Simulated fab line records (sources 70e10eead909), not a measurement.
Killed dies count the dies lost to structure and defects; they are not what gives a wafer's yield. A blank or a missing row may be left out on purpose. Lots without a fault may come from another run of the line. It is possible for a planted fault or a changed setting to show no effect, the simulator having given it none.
fab line records	flow nand_harc
record lots=5	wafers=15	last_day=32
route steps=1302 shown P_GATE@126 END@1302
lots that met no fault: from a run of the same line without faults
start_h: hours from the record's opening day to when the first of the lot's shown wafers began	wait_h: hours since the lot's step before	" same as the row above	L1.1+2: a row that stands for several wafers	- value missing, or start not given	* or withheld: withheld	< > ~ a bound
route shown NAME@n: a module of which the file shows steps, and the number in the route of the first	usual: mean and standard deviation over wafers with no fault	same: alike in all rows	chamber/n: place in a boat	sites: each site's reading	_std_site: standard deviation of those values	_edge_site: outer sites' mean less inner sites'	radius_mm: for every site, how far away it sits from the centre of the wafer	mask NAME#n: copy n	behind: the tool/chamber that last shaped the wafer	hold: why the lot went on hold/how many hours it stayed there/how the hold came to an end	device: transistor that didn't switch, given as n, p or np	end of line: tests of these same wafers at the route's end	a step with no rows: only its recipe	killed: at the first sort, the dies lost to defects and structure; wafer yield is something else	map: a wafer's dies, marking killed ones x, the rest . and places with no die _
set.NAME: the setting the step ran with; set.NAME@STEP: the setting that earlier step ran with	model.NAME: the simulator's own value behind a step, which no gauge read
lots at some steps of the route; a table a step, a row a wafer
services: when a tool's chamber went out of use (start_h, in hours from the record's first day, below 0 if earlier), for how many hours, and the reason
## steps
# step NHARC_P_GATE_STRIP_15
# recipe time_s=780	temp_c=130	chemistry=SPM
# step NHARC_P_GATE_PRECLEAN_71
# recipe time_s=*	temp_c=50	bath_age_min=0	chemistry=SC1
# step NHARC_P_GATE_SRD_72
# step NHARC_P_GATE_OXIDE_16
# recipe target_thk_a=30	temp_c=875	ox_time_s=392	material=SiO2
# step NHARC_P_GATE_CVD_17
# recipe target_thk_a=1500	temp_c=620	time_s=900	material=poly-Si
# step NHARC_P_GATE_HM_DEP_102
# recipe target_thk_a=1200	temp_c=400	material=aC
# usual throttle_valve_pct=35.000/0.0087
lot.wafer	tool	chamber	start_h	wait_h	throttle_valve_pct
L823.3	acl_dep-01	0	125.06	5.2	35.001
L823.4	"	0	"	"	34.993
L823.5	"	0	"	"	35.011
L824.1	acl_dep-02	0	138.21	5.0	35.007
L824.3	"	0	"	"	34.989
L824.6	"	0	"	"	34.982
L825.1	acl_dep-01	0	147.30	1.4	35.003
L825.2	"	0	"	"	35.001
L825.4	"	0	"	"	34.988
L834.1	acl_dep-02	0	240.74	0.4	35.000
L834.2	"	0	"	"	35.013
L834.3	"	0	"	"	34.999
L839.2	acl_dep-02	0	286.15	1.1	34.996
L839.3	"	0	"	"	35.009
L839.4	"	0	"	"	34.995
# step NHARC_P_GATE_DEP_103
# recipe target_thk_a=300	target_thk_nm=30	temp_c=400	flow_sccm=200	rf_w=350	material=SiON
# step NHARC_P_GATE_DEHYDRATE_18
# recipe temp_c=150	time_s=120
# step NHARC_P_GATE_HMDS_19
# recipe time_s=30
# step NHARC_P_GATE_COAT_20
# recipe spin_rpm=1500	resist_thk_nm=90
# step NHARC_P_GATE_SOFTBAKE_21
# recipe temp_c=105	time_s=55
# step NHARC_P_GATE_EBR_22
# step NHARC_P_GATE_EXPOSE_23
# recipe na=1.35	target_cd_nm=120	dose_mj=93.91	mask_id=P_GATE
lot.wafer	tool	chamber	start_h	wait_h	mask
L823.3+4+5	arfi_scanner-01	0	126.05	-	P_GATE#0
L824.1+3+6	arfi_scanner-02	0	139.80	-	P_GATE_R1#0
L825.1+2+4	arfi_scanner-02	0	148.37	-	P_GATE#0
L834.1+2+3	arfi_scanner-01	0	241.82	-	P_GATE#0
L839.2+3+4	arfi_scanner-02	0	287.40	-	P_GATE#0
# step NHARC_P_GATE_PEB_24
# recipe peb_temp_c=100	peb_time_s=65
# step NHARC_P_GATE_DEVELOP_25
# recipe develop_time_s=35	dev_temp_c=23
# step NHARC_P_GATE_CD_MEAS_26
# recipe target_cd_nm=120	landing_energy_ev=500
# usual cd_nm=119.9/0.58
lot.wafer	tool	chamber	start_h	wait_h	cd_nm
L823.3	cd_sem-03	0	126.19	-	119.4
L823.4	"	0	"	"	119.5
L823.5	"	0	"	"	118.5
L824.1	cd_sem-01	0	139.94	-	86.6
L824.3	"	0	"	"	85.8
L824.6	"	0	"	"	85.8
L825.1	cd_sem-03	0	148.51	-	119.7
L825.2	"	0	"	"	119.6
L825.4	"	0	"	"	119.4
L834.1	cd_sem-03	0	241.96	-	119.9
L834.2	"	0	"	"	119.7
L834.3	"	0	"	"	119.6
L839.2	cd_sem-02	0	287.54	-	120.2
L839.3	"	0	"	"	120.7
L839.4	"	0	"	"	119.8
# step NHARC_P_GATE_OVL_MEAS_27
# usual overlay_x_nm=0.0/0.79	overlay_y_nm=0.1/0.77
lot.wafer	tool	chamber	start_h	wait_h	overlay_x_nm	overlay_y_nm
L823.3	overlay-02	-	126.27	-	-0.3	0.1
L823.4	"	-	"	"	-0.1	0.6
L823.5	"	-	"	"	-0.1	-0.3
L824.1	overlay-01	-	140.02	-	0.0	0.5
L824.3	"	-	"	"	0.6	0.7
L824.6	"	-	"	"	0.4	1.0
L825.1	overlay-01	-	148.60	-	0.6	-0.7
L825.2	"	-	"	"	0.7	-0.8
L825.4	"	-	"	"	0.3	-0.7
L834.1	overlay-01	-	242.05	-	-0.6	0.1
L834.2	"	-	"	"	-0.3	0.1
L834.3	"	-	"	"	-0.1	0.2
L839.2	overlay-02	-	287.62	-	1.0	-1.0
L839.3	"	-	"	"	1.0	-0.9
L839.4	"	-	"	"	0.7	-0.9
# step NHARC_P_GATE_INSPECT_28
# usual raw_defect_count=6.3/2.6
lot.wafer	tool	chamber	start_h	wait_h	raw_defect_count
L823.3	defect_inspect-02	-	126.31	0.0	3
L823.4	"	-	"	"	5
L823.5	"	-	"	"	4
L824.1	defect_inspect-01	-	140.06	0.0	6
L824.3	"	-	"	"	6
L824.6	"	-	"	"	10
L825.1	defect_inspect-02	-	148.64	0.0	11
L825.2	"	-	"	"	2
L825.4	"	-	"	"	8
L834.1	defect_inspect-02	-	242.08	0.0	9
L834.2	"	-	"	"	7
L834.3	"	-	"	"	9
L839.2	defect_inspect-02	-	287.66	0.0	6
L839.3	"	-	"	"	5
L839.4	"	-	"	"	6
# step NHARC_P_GATE_DESCUM_31
# recipe time_s=3	o2_flow_sccm=200	ar_flow_sccm=0	bias_power_w=0	chemistry=O2
# usual drypump_motor_current_A=5.9/0.55	oes_product_au=1.000/0.0069	rf_vpp_V=57.8/0.81	showerhead_plenum_p_Torr=1.90/0.079	throttle_valve_pct=11.312/0.009
lot.wafer	tool	chamber	start_h	wait_h	drypump_motor_current_A	oes_product_au	rf_hours_counter_h	rf_vpp_V	showerhead_plenum_p_Torr	throttle_valve_pct	model.P_GATE.cd_nm
L823.3	rie_diel-06	3	126.37	0.1	6.5	0.987	9	58.1	1.81	11.294	119.7
L823.4	"	1	"	"	5.9	0.994	9	57.5	1.96	11.303	119.6
L823.5	"	3	"	"	6.5	0.989	-	56.9	1.81	11.302	118.9
L824.1	rie_diel-06	2	140.20	0.1	6.6	0.997	0	57.1	1.79	11.306	86.43
L824.3	"	0	"	"	5.8	0.996	1	57.6	2.00	11.318	85.31
L824.6	"	3	"	"	6.5	1.000	-	56.4	1.81	11.308	85.89
L825.4	rie_diel-06	1	148.70	0.1	5.9	0.998	1	58.7	1.96	11.322	119.5
L825.1	"	2	"	"	6.6	0.991	1	57.2	1.79	11.305	120.1
L825.2	"	0	"	"	5.8	0.999	1	58.3	2.00	11.312	119.2
L834.3	rie_diel-05	3	242.14	0.1	6.6	0.998	0	57.9	1.87	11.319	119.3
L834.2	"	1	"	"	5.7	1.015	0	58.1	1.86	11.313	119.2
L834.1	"	2	"	"	5.5	1.011	0	57.7	1.97	11.311	119.3
L839.4	rie_diel-05	0	287.72	0.1	4.8	0.987	1	59.3	1.84	11.303	119.8
L839.2	"	1	"	"	5.7	0.991	1	57.7	1.85	11.312	120.2
L839.3	"	2	"	"	5.6	1.018	2	57.5	1.97	11.310	120.5
# step NHARC_P_GATE_ETCH_104
# recipe target_depth_a=600	time_s=withheld	cf4_flow_sccm=100	chf3_flow_sccm=30	ar_flow_sccm=0	rf_w=500	bias_w=200	chemistry=CF4/CHF3
# usual drypump_motor_current_A=6.0/0.52	oes_product_au=0.958/0.021	rf_vpp_V=370.1/2.3	showerhead_plenum_p_Torr=1.56/0.061	throttle_valve_pct=16.804/0.0092
lot.wafer	tool	chamber	start_h	wait_h	drypump_motor_current_A	oes_product_au	rf_vpp_V	showerhead_plenum_p_Torr	throttle_valve_pct
L823.4	rie_diel-06	3	126.46	0.1	6.5	0.968	369.0	1.49	16.797
L823.3	"	2	"	"	6.6	0.969	364.9	1.48	16.814
L823.5	"	0	"	"	5.8	0.968	372.5	1.64	16.790
L824.3	rie_diel-06	3	140.29	0.1	6.5	0.962	368.2	1.49	16.795
L824.1	"	1	"	"	5.9	0.976	373.3	1.61	16.808
L824.6	"	3	"	"	6.5	0.964	367.2	1.49	16.815
L825.1	rie_diel-06	0	148.78	0.1	5.8	0.980	372.9	1.64	16.791
L825.2	"	2	"	"	6.6	0.964	365.6	1.48	16.810
L825.4	"	3	"	"	6.5	0.983	367.2	1.49	16.814
L834.1	rie_diel-05	0	242.23	0.1	4.8	0.972	369.8	1.52	16.809
L834.3	"	2	"	"	5.5	0.989	371.6	1.62	16.791
L834.2	"	3	"	"	6.6	0.963	370.0	1.54	16.815
L839.2	rie_diel-05	1	287.81	0.1	5.7	0.932	369.0	1.53	16.806
L839.4	"	2	"	"	5.5	0.938	373.1	1.62	16.806
L839.3	"	3	"	"	6.6	0.913	369.4	1.54	16.801
# step NHARC_P_GATE_HM_OPEN_105
# recipe target_depth_a=3600	o2_flow_sccm=400	cos_flow_sccm=20	ar_flow_sccm=0	rf_w=500	bias_w=300	chemistry=O2/COS
# usual drypump_motor_current_A=6.0/0.53	oes_product_au=1.001/0.0073	rf_vpp_V=466.6/2.7	showerhead_plenum_p_Torr=3.10/0.12	throttle_valve_pct=28.331/0.0096
lot.wafer	tool	chamber	start_h	wait_h	drypump_motor_current_A	oes_product_au	rf_hours_counter_h	rf_vpp_V	showerhead_plenum_p_Torr	throttle_valve_pct
L823.3	rie_diel-06	1	-	-	5.9	0.995	9	471.1	3.19	28.335
L823.4	"	0	"	"	5.8	0.995	8	470.4	3.25	28.333
L823.5	"	1	"	"	5.9	1.005	-	469.4	3.19	28.335
L824.3	rie_diel-06	1	-	-	5.9	1.001	0	469.2	3.19	28.336
L824.1	"	2	"	"	6.6	1.000	0	462.1	2.93	28.332
L824.6	"	3	"	"	6.5	0.999	-	464.6	2.96	28.323
L825.1	rie_diel-06	0	-	-	5.8	1.005	1	468.6	3.25	28.327
L825.2	"	1	"	"	5.9	0.998	1	467.9	3.19	28.324
L825.4	"	3	"	"	6.5	1.000	1	463.4	2.96	28.329
L834.2	rie_diel-05	1	-	-	5.7	1.000	0	466.1	3.03	28.333
L834.1	"	2	"	"	5.6	1.011	0	469.8	3.21	28.348
L834.3	"	3	"	"	6.6	1.008	0	466.2	3.05	28.337
L839.4	rie_diel-05	1	-	-	5.7	0.982	1	463.8	3.03	28.322
L839.3	"	2	"	"	5.6	0.998	2	468.8	3.21	28.324
L839.2	"	0	"	"	4.9	0.993	1	465.0	3.01	28.333
# step NHARC_P_GATE_STRIP_106
# recipe o2_flow_sccm=400	cos_flow_sccm=20	ar_flow_sccm=0	bias_w=0	chemistry=O2/COS
# step NHARC_P_GATE_ETCH_114
# recipe target_depth_a=300	overetch_a=30	time_s=16.5	ion_energy_ev=100	cf4_flow_sccm=80	o2_flow_sccm=20	ar_flow_sccm=0	rf_w=300	bias_w=100	chemistry=CF4/O2
# usual drypump_motor_current_A=6.0/0.54	oes_product_au=1.000/0.0072	rf_vpp_V=197.4/1.4	showerhead_plenum_p_Torr=1.32/0.055	throttle_valve_pct=13.397/0.0093
lot.wafer	tool	chamber	start_h	wait_h	drypump_motor_current_A	oes_product_au	rf_hours_counter_h	rf_vpp_V	showerhead_plenum_p_Torr	throttle_valve_pct
L823.3	rie_diel-06	0	-	-	5.8	0.995	8	198.5	1.39	13.378
L823.4	"	2	"	"	6.6	0.997	10	195.9	1.25	13.404
L823.5	"	3	"	"	6.5	1.009	-	196.0	1.27	13.405
L824.3	rie_diel-06	0	-	-	5.7	0.990	1	197.4	1.39	13.407
L824.1	"	1	"	"	5.9	0.989	1	197.5	1.36	13.408
L824.6	"	3	"	"	6.5	0.986	-	195.0	1.26	13.406
L825.2	rie_diel-06	0	-	-	5.8	0.999	1	198.0	1.39	13.399
L825.4	"	2	"	"	6.6	1.003	1	195.6	1.25	13.405
L825.1	"	3	"	"	6.5	0.997	1	197.1	1.27	13.389
L834.3	rie_diel-05	3	-	-	6.6	0.999	0	197.4	1.30	13.388
L834.2	"	0	"	"	4.8	1.005	0	197.6	1.29	13.398
L834.1	"	2	"	"	5.6	1.014	0	199.6	1.38	13.393
L839.4	rie_diel-05	2	-	-	5.6	1.006	2	199.0	1.38	13.415
L839.3	"	0	"	"	4.8	0.995	1	198.5	1.29	13.391
L839.2	"	1	"	"	5.7	1.001	2	195.8	1.29	13.401
# step NHARC_P_GATE_ETCH_32
# recipe target_depth_a=1500	over_etch_frac=1	over_etch_ion_energy_ev=40	time_s=100.1	hbr_flow_sccm=150	cl2_flow_sccm=50	rf_w=400	icp_w=400	bias_w=100	chemistry=HBr/Cl2
# usual drypump_motor_current_A=5.8/0.31	oes_product_au=1.001/0.0071	throttle_valve_pct=26.405/0.0089
lot.wafer	tool	chamber	start_h	wait_h	drypump_motor_current_A	oes_product_au	rf_hours_counter_h	throttle_valve_pct	model.P_GATE.cd_nm
L823.3	rie_si-06	1	126.86	-	5.3	1.009	0.29	26.417	120.7
L823.4	"	2	"	"	6.0	1.009	0.26	26.427	119.9
L823.5	"	0	"	"	5.3	1.000	-	26.399	119.9
L824.1	rie_si-06	3	140.69	-	6.2	0.998	0.42	26.408	88.1
L824.3	"	0	"	"	5.3	1.000	0.46	26.415	88.85
L824.6	"	1	"	"	5.3	1.002	-	26.385	88.51
L825.1	rie_si-02	1	149.16	-	5.9	1.006	0.23	26.402	120.8
L825.2	"	2	"	"	6.2	0.991	0.19	26.391	118.3
L825.4	"	0	"	"	5.5	0.998	0.34	26.392	119.6
L834.1	rie_si-06	0	242.62	-	5.3	1.012	1.00	26.419	120.2
L834.2	"	1	"	"	5.3	1.011	0.96	26.405	119
L834.3	"	2	"	"	6.0	1.011	0.99	26.404	120.7
L839.4	rie_si-01	2	288.19	-	5.8	1.008	0.51	26.407	119.3
L839.2	"	3	"	"	5.8	0.994	0.53	26.405	123.6
L839.3	"	0	"	"	5.5	1.008	0.50	26.403	120.6
# step NHARC_P_GATE_STRIP_108
# recipe o2_flow_sccm=500	ar_flow_sccm=0	bias_w=0	chemistry=O2
# usual drypump_motor_current_A=5.9/0.51	oes_product_au=1.002/0.0078	rf_vpp_V=57.7/0.94	showerhead_plenum_p_Torr=3.54/0.13	throttle_valve_pct=17.036/0.0096
lot.wafer	tool	chamber	start_h	wait_h	drypump_motor_current_A	oes_product_au	rf_hours_counter_h	rf_vpp_V	showerhead_plenum_p_Torr	throttle_valve_pct
L823.3	rie_diel-02	1	127.01	-	5.5	0.993	4.4	57.7	3.42	17.038
L823.4	"	3	"	"	5.8	0.985	4.6	56.6	3.71	17.053
L823.5	"	0	"	"	5.7	0.997	-	58.2	3.72	17.022
L824.1	rie_diel-05	2	140.83	-	5.6	1.014	5.4	58.1	3.63	17.053
L824.3	"	3	"	"	6.6	1.003	5.1	57.2	3.45	17.046
L824.6	"	2	"	"	5.6	1.013	-	57.3	3.63	17.035
L825.2	rie_diel-02	3	149.32	-	5.8	0.984	4.7	58.7	3.71	17.029
L825.4	"	0	"	"	5.7	0.999	3.9	60.7	3.72	17.036
L825.1	"	2	"	"	6.6	1.004	5.0	58.2	3.57	17.046
L834.2	rie_diel-02	3	242.77	-	5.8	0.996	1.6	58.9	3.70	17.039
L834.1	"	0	"	"	5.7	0.994	1.6	57.0	3.71	17.030
L834.3	"	1	"	"	5.5	1.012	1.2	58.9	3.42	17.045
L839.3	rie_diel-06	1	288.34	-	5.9	1.005	8.1	58.9	3.60	17.020
L839.2	"	3	"	"	6.5	0.998	8.6	56.8	3.35	17.021
L839.4	"	0	"	"	5.8	1.013	8.0	56.6	3.67	17.032
# step NHARC_P_GATE_CD_MEAS_33
# usual cd_nm=119.9/1.8
lot.wafer	tool	chamber	start_h	wait_h	cd_nm
L823.3	cd_sem-02	-	127.18	-	120.5
L823.4	"	-	"	"	119.8
L823.5	"	-	"	"	120.3
L824.1	cd_sem-03	-	140.99	-	87.6
L824.3	"	-	"	"	89.4
L824.6	"	-	"	"	88.8
L825.1	cd_sem-02	-	149.49	-	120.9
L825.2	"	-	"	"	118.6
L825.4	"	-	"	"	120.0
L834.1	cd_sem-02	-	242.98	0.2	120.5
L834.2	"	-	"	"	119.3
L834.3	"	-	"	"	120.6
L839.2	cd_sem-02	-	288.51	-	123.6
L839.3	"	-	"	"	120.0
L839.4	"	-	"	"	119.2
# step NHARC_P_GATE_STRIP_35
# recipe time_s=600	temp_c=130	chemistry=SPM
# step NHARC_END_SORT_01
# recipe temp_c=25
# usual killed_at_array=51/17	killed_at_other=1.6/2.1	killed_at_periphery=4/3.2	killed_dies=57/18	killed_open=2.9/1.7	killed_short=2.3/1.3
# same gross_dies=677
lot.wafer	tool	chamber	start_h	wait_h	killed_at_array	killed_at_other	killed_at_periphery	killed_dies	killed_open	killed_short
L823.3	prober-01	0	585.09	3.1	40	3	1	44	3	1
L823.4	prober-01	0	585.88	3.4	38	2	2	42	2	3
L823.5	prober-01	0	586.68	3.7	43	3	5	51	6	2
L824.1	prober-02	0	586.88	2.5	84	1	590	675	0	3
L824.3	prober-02	0	588.45	3.1	92	4	576	672	4	3
L824.6	prober-02	0	590.80	3.9	71	0	604	675	0	2
L825.1	prober-01	0	627.19	2.5	88	1	5	94	1	3
L825.2	prober-01	0	627.98	2.8	72	0	0	72	1	5
L825.4	prober-01	0	629.57	3.4	97	0	2	99	4	5
L834.1	prober-01	0	705.97	2.5	26	0	9	35	4	2
L834.2	prober-01	0	706.78	2.8	20	2	5	27	3	1
L834.3	prober-01	0	707.58	3.1	20	0	11	31	5	1
L839.2	prober-01	0	763.27	2.8	53	6	5	64	7	1
L839.3	prober-01	0	764.07	3.1	58	6	3	67	5	2
L839.4	prober-01	0	764.87	3.4	53	8	2	63	4	2
# killed by level:class
L823.3 A_CHANNEL_HOLE_D2:chamber_film_flake=29 THIN_TSV:chamber_film_flake=3 A_CHANNEL_HOLE_D1:chamber_film_flake=2 A_WL_FILL:chamber_film_flake=2 A_CONTACT:chamber_film_flake=2 P_M2:geometric_particle:open=1 A_CHANNEL_FILL_D1:geometric_particle:open=1 A_DECK1_JOINT:geometric_particle:open=1
L823.4 A_CHANNEL_HOLE_D2:chamber_film_flake=28 P_M0:geometric_particle:short=2 A_CHANNEL_HOLE_D1:chamber_film_flake=2 A_STAIRCASE:chamber_film_flake=2 A_CONTACT:chamber_film_flake=2 THIN_TSV:chamber_film_flake=2 A_CHANNEL_FILL_D1:geometric_particle:short=1 A_ONON_D2:geometric_particle:open=1
L823.5 A_CHANNEL_HOLE_D2:chamber_film_flake=25 A_WL_FILL:chamber_film_flake=3 P_GATE:chamber_film_flake=3 A_CHANNEL_HOLE_D1:chamber_film_flake=3 THIN_TSV:chamber_film_flake=3 A_SGD_CUT:geometric_particle:open=2 A_CONTACT:chamber_film_flake=2 P_M0:geometric_particle:short=1
L824.1 P_GATE:area_expose=587 A_CHANNEL_HOLE_D2:chamber_film_flake=33 A_CHANNEL_HOLE_D1:chamber_film_flake=24 A_SLIT:chamber_film_flake=17 A_CONTACT:chamber_film_flake=4 P_GATE:chamber_film_flake=3 A_STAIRCASE:chamber_film_flake=2 A_ONON_D2:geometric_particle:short=1
L824.3 P_GATE:area_expose=572 A_CHANNEL_HOLE_D2:chamber_film_flake=34 A_CHANNEL_HOLE_D1:chamber_film_flake=25 A_SLIT:chamber_film_flake=20 THIN_TSV:chamber_film_flake=4 A_CONTACT:chamber_film_flake=3 A_BONDPAD:chamber_film_flake=3 A_STAIRCASE:chamber_film_flake=2
L824.6 P_GATE:area_expose=602 A_CHANNEL_HOLE_D1:chamber_film_flake=22 A_SLIT:chamber_film_flake=19 A_CHANNEL_HOLE_D2:chamber_film_flake=18 A_CONTACT:chamber_film_flake=5 A_CHANNEL_FILL_D2:chamber_film_flake=3 A_STAIRCASE:chamber_film_flake=2 A_CHANNEL_FILL_D2:geometric_particle:short=1
L825.1 A_CHANNEL_HOLE_D1:chamber_film_flake=26 A_CHANNEL_HOLE_D2:chamber_film_flake=26 A_SLIT:chamber_film_flake=19 A_CONTACT:chamber_film_flake=4 P_GATE:chamber_film_flake=3 A_ZERO_WELL:chamber_film_flake=3 A_STAIRCASE:chamber_film_flake=3 A_WL_FILL:chamber_film_flake=3
L825.2 A_CHANNEL_HOLE_D2:chamber_film_flake=22 A_SLIT:chamber_film_flake=19 A_CHANNEL_HOLE_D1:chamber_film_flake=18 A_CONTACT:chamber_film_flake=3 A_WL_FILL:geometric_particle:short=2 A_BLC:chamber_film_flake=2 A_CHANNEL_FILL_D1:geometric_particle:short=1 A_CHANNEL_HOLE_D2:geometric_particle:short=1
L825.4 A_CHANNEL_HOLE_D1:chamber_film_flake=31 A_CHANNEL_HOLE_D2:chamber_film_flake=26 A_SLIT:chamber_film_flake=22 A_CONTACT:chamber_film_flake=5 A_ZERO_WELL:chamber_film_flake=2 A_STAIRCASE:chamber_film_flake=2 P_GATE:geometric_particle:open=1 P_M1:geometric_particle:short=1
L834.1 A_CHANNEL_HOLE_D1:chamber_film_flake=9 P_GATE:chamber_film_flake=6 A_CONTACT:chamber_film_flake=6 A_SLIT:chamber_film_flake=4 A_ONON_D2:geometric_particle:open=2 P_M1:chamber_film_flake=2 P_CONTACT:geometric_particle:open=1 A_ONON_D1:geometric_particle:short=1
L834.2 A_CONTACT:chamber_film_flake=5 P_GATE:chamber_film_flake=3 A_CHANNEL_HOLE_D1:chamber_film_flake=3 A_STAIRCASE:chamber_film_flake=3 A_SOURCE_PLATE:geometric_particle:open=2 A_SLIT:chamber_film_flake=2 A_M1:chamber_film_flake=2 THIN_TSV:chamber_film_flake=2
L834.3 P_GATE:chamber_film_flake=7 A_CHANNEL_HOLE_D1:chamber_film_flake=7 A_CONTACT:chamber_film_flake=5 P_M1:chamber_film_flake=2 A_SLIT:chamber_film_flake=2 P_GATE:geometric_particle:open=1 P_CONTACT:geometric_particle:open=1 A_DECK1_JOINT:geometric_particle:open=1
L839.2 A_SLIT:chamber_film_flake=19 A_CHANNEL_HOLE_D2:chamber_film_flake=17 A_CHANNEL_HOLE_D1:chamber_film_flake=6 THIN_TSV:chamber_film_flake=6 A_STAIRCASE:chamber_film_flake=3 P_M1:geometric_particle:open=2 A_CHANNEL_HOLE_D2:geometric_particle:open=2 P_ZERO_WELL:chamber_film_flake=2
L839.3 A_SLIT:chamber_film_flake=20 A_CHANNEL_HOLE_D1:chamber_film_flake=14 A_CHANNEL_HOLE_D2:chamber_film_flake=14 THIN_TSV:chamber_film_flake=6 A_ONON_D1:geometric_particle:open=2 A_CHANNEL_FILL_D1:chamber_film_flake=2 A_STAIRCASE:chamber_film_flake=2 P_CONTACT:geometric_particle:open=1
L839.4 A_SLIT:chamber_film_flake=24 A_CHANNEL_HOLE_D2:chamber_film_flake=9 A_CHANNEL_HOLE_D1:chamber_film_flake=8 THIN_TSV:chamber_film_flake=8 A_CONTACT:chamber_film_flake=5 A_CHANNEL_FILL_D1:chamber_film_flake=2 P_GATE:geometric_particle:open=1 A_ONON_D1:geometric_particle:open=1
# map L824.1 (x killed, . not)
____________x____________
_________xxxxxxx_________
_______xxxxxxxxxxx_______
______xxxxxxxxxxxxx______
_____xxxxxxxxxxxxxxx_____
____xxxxxxxxxxxxxxxxx____
____xxxxxxxxxxxxxxxxx____
___xxxxxxxxxxxxxxxxxxx___
___xxxxxxxxxxxxxxxxxxx___
__xxxxxxxxxxxxxxxxxxxxx__
__xxxxxxxxxxxxxxxxxxxxx__
_xxxxxxxxxxxxxxxxxxxxxxx_
_xxxxxxxxxxxxxxxxxxxxxxx_
_xxxxxxxxxxxxxxxxxxxxxxx_
_xxxxxxxxxxxxxxxxxxxxxxx_
_xxxxxxxxxxxxxxxxxxxxxxx_
xxxxxxxx.xxxxxxxxxxxxxxxx
xxxxxxxxxxxxxxxx.xxxxxxxx
xxxxxxxxxxxxxxxxxxxxxxxxx
xxxxxxxxxxxxxxxxxxxxxxxxx
xxxxxxxxxxxxxxxxxxxxxxxxx
_xxxxxxxxxxxxxxxxxxxxxxx_
_xxxxxxxxxxxxxxxxxxxxxxx_
_xxxxxxxxxxxxxxxxxxxxxxx_
_xxxxxxxxxxxxxxxxxxxxxxx_
_xxxxxxxxxxxxxxxxxxxxxxx_
__xxxxxxxxxxxxxxxxxxxxx__
__xxxxxxxxxxxxxxxxxxxxx__
___xxxxxxxxxxxxxxxxxxx___
___xxxxxxxxxxxxxxxxxxx___
____xxxxxxxxxxxxxxxxx____
____xxxxxxxxxxxxxxxxx____
_____xxxxxxxxxxxxxxx_____
______xxxxxxxxxxxxx______
_______xxxxxxxxxxx_______
_________xxxxxxx_________
____________x____________
# map L825.4 (x killed, . not)
____________.____________
_________......._________
_______..........._______
______..........x..______
_____.........x...x._____
____......x..........____
____........x........____
___...................___
___.xx................___
__............x........__
__.....................__
_...................xx.._
_.....................x._
_......................._
_......................._
_.....................xx_
......................xxx
...............x.....xxx.
..........x..........xxxx
.....x..................x
......................xxx
_...............x....xxx_
_.....................x._
_.....................x._
_........x.............._
_......................._
__.....................__
__.............x.......__
___..........xxx.xx...___
___....x.x.....xxx....___
____..x.xxx....xx..xx____
____..xxxxxxxx.xxxxx.____
_____...xxxxx.xxxxxx_____
______.x.xx.x..xxxx______
_______xxxxxx...xx_______
_________x.xx..._________
____________.____________
## services
tool	chamber	start_h	hours	kind
rie_diel-06	-	108.54	1.2	repair
rie_diel-05	0	126.32	10.2	repair
rie_diel-06	-	130.20	9.0	pm
rie_diel-05	2	130.34	3.2	repair
rie_diel-02	-	131.72	13.7	repair
arfi_scanner-01	-	136.91	1.0	repair
arfi_scanner-02	-	140.00	4.0	pm
rie_diel-06	-	152.23	0.2	repair
rie_diel-06	-	156.92	0.3	repair
rie_diel-05	-	157.73	2.2	repair
rie_diel-06	2	177.31	5.3	repair
arfi_scanner-01	-	180.70	3.4	repair
rie_diel-05	2	185.56	11.5	repair
acl_dep-01	-	187.84	13.0	pm
rie_diel-02	-	216.81	9.0	pm
rie_diel-05	1	225.26	9.2	repair
arfi_scanner-02	-	225.44	6.2	repair
rie_diel-05	-	229.60	9.0	pm
acl_dep-02	-	241.96	13.0	pm
rie_diel-02	2	242.07	7.0	repair
rie_diel-06	2	248.72	3.0	repair
rie_si-06	-	249.00	9.0	pm
arfi_scanner-02	-	249.30	11.2	repair
rie_diel-02	1	283.93	7.5	repair
## key
first_sign step=NHARC_P_GATE_EXPOSE_23	reading=mask	direction=changed
effect step=NHARC_P_GATE_CD_MEAS_26	reading=cd_nm	direction=down	sigmas=59	usual=119.9	struck=86.1
effect step=NHARC_P_GATE_CD_MEAS_33	reading=cd_nm	direction=down	sigmas=17	usual=119.9	struck=88.6
effect step=NHARC_END_SORT_01	reading=killed_at_periphery	direction=up	sigmas=99+	usual=4	struck=590
model_effect step=NHARC_P_GATE_DESCUM_31	value=P_GATE.cd_nm	without=119.8	struck=85.88
model_effect step=NHARC_P_GATE_ETCH_32	value=P_GATE.cd_nm	without=122.4	struck=88.49
more_kills_born_at NHARC_P_GATE_EXPOSE_23@arfi_scanner-02=1761
met_at NHARC_P_GATE_EXPOSE_23
struck_wafers L824.1,L824.3,L824.6
later_rows_left_out L824.1,L824.3,L824.6
tester_left_out L824
fault kind=wrong_mask	tool=any	chamber=-	onset_h=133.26	steps=NHARC_P_GATE_EXPOSE_23	aux_copy=P_GATE_R1#0	cd_offset_nm=-33.936	scope=struck_lots_only
# tester_left_out: of these lots the tester's yield and bins aren't shown, on N5 and GAA mostly nor the transistor test; their killed dies are dies lost to structure and defects alone, not to doping, threshold or leakage, so they don't give the yield
# later_rows_left_out: the simulator's readings of these wafers behind a module that went badly wrong aren't trusted and aren't shown, but for the sort
